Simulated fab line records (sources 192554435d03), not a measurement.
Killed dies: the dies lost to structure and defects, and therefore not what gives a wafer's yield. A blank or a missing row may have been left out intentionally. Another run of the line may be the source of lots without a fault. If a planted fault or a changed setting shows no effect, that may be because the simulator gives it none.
Matching of chambers | flow n5_finfet | rie_diel-02 running N5_BEOL_M15_ETCH_59: 4 sister chambers
The step etches BARC in N2/H2, target depth 89 nm, overetch 26.7 nm, time 67.9 s. 4 wafers are shown with their chamber, then 12 later ones without.

WAFERS WITH THEIR CHAMBER
wafer  | chamber | throttle_valve_pct (%)
L079.5 | 2       | 18.02
L084.1 | 3       | 17.71
L086.5 | 1       | 18.28
L086.6 | 0       | 18.14

WAFERS WITH NO CHAMBER GIVEN
wafer  | throttle_valve_pct (%)
L089.2 | 18.28
L089.3 | 17.71
L089.4 | 18.03
L093.1 | 18.31
L093.4 | 17.77
L093.5 | 17.52
L094.1 | 17.74
L094.2 | 18.16
L094.4 | 17.52
L095.2 | 17.78
L095.3 | 17.51
L095.6 | 17.76

CHAMBER TAKEN BY EACH
wafer  | from the rows above          | in truth
L089.2 | can't be placed: 1 or 0      | 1
L089.3 | 3                            | 3
L089.4 | can't be placed: 2 or 0      | 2
L093.1 | can't be placed: 1 or 0      | 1
L093.4 | can't be placed: 3 or 2      | 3
L093.5 | 3                            | 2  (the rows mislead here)
L094.1 | 3                            | 3
L094.2 | can't be placed: 0 or 1 or 2 | 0
L094.4 | 3                            | 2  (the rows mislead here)
L095.2 | can't be placed: 3 or 2      | 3
L095.3 | 3                            | 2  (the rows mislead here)
L095.6 | 3                            | 3
Correctly placed: 3 of 12. Can't be placed from these rows: 6 (the true chamber is among the candidates in 6). Number placed wrongly: 3.
How it was worked out, from the rows above alone: a wafer's distance from a chamber is the root of the sum, over the readings, of the square of ((its reading less the chamber's mean) divided by the reading's scatter). The wafer belongs to the nearest chamber; if the next one is less than 2 further off, it can't be placed. The mean given for a chamber averages the wafers shown for that chamber. The scatter (one wafer shown for each chamber): square how far every hidden wafer sits from the nearest shown wafer, average those squares and take the square root.
